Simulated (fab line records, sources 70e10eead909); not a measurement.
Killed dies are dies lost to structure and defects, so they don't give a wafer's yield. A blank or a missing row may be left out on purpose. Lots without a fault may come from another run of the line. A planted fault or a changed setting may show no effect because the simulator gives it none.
Chamber matching | flow nand_harc | NHARC_A_CONTACT_DEP_85 on pecvd-02: 3 sister chambers
The step deposits SiON, target thk 60 nm. 20 wafers are shown with their chamber, then 10 later ones without.

WAFERS WITH THEIR CHAMBER
wafer  | chamber | heater_power_w (W)
L077.2 | 1       | 690
L077.5 | 0       | 803
L077.6 | 2       | 571
L081.3 | 1       | 638
L081.5 | 0       | 732
L081.6 | 1       | 628
L082.2 | 1       | 670
L082.3 | 0       | 745
L082.4 | 0       | 749
L084.1 | 1       | 689
L084.2 | 2       | 673
L084.4 | 2       | 651
L086.1 | 1       | 610
L086.5 | 0       | 816
L086.6 | 2       | 626
L088.3 | 0       | 811
L088.5 | 0       | 801
L088.6 | 2       | 681
L089.3 | 0       | 856
L089.4 | 1       | 627

SIGNATURES (means of the wafers above)
reading        | chamber 0 | chamber 1 | chamber 2 | scatter within a chamber
heater_power_w | 789.12    | 650.29    | 640.40    | 39.8
Rule: a wafer's distance from a chamber is the root of the sum, over the readings, of the square of ((its reading less the chamber's mean) divided by the reading's scatter). The wafer belongs to the nearest chamber; if the next one is less than 2 further off, it can't be placed. The scatter: the root of (the sum of the squares of (reading less its chamber's mean) over the shown wafers, divided by (wafers less chambers)).

WAFERS WITHOUT THEIR CHAMBER
wafer  | heater_power_w (W)
L089.6 | 860
L090.2 | 655
L090.4 | 756
L090.5 | 665
L093.1 | 647
L093.3 | 648
L093.4 | 839
L095.4 | 636
L095.5 | 665
L095.6 | 762

WHICH CHAMBER EACH WENT THROUGH
wafer  | from the rows above     | in truth
L089.6 | 0                       | 0
L090.2 | can't be placed: 1 or 2 | 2
L090.4 | can't be placed: 0 or 1 | 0
L090.5 | can't be placed: 1 or 2 | 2
L093.1 | can't be placed: 1 or 2 | 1
L093.3 | can't be placed: 1 or 2 | 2
L093.4 | 0                       | 0
L095.4 | can't be placed: 2 or 1 | 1
L095.5 | can't be placed: 1 or 2 | 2
L095.6 | 0                       | 0
Placed correctly: 3 of 10. Can't be placed from these rows: 7 (the true chamber is among the candidates in 7). Placed wrongly: 0.
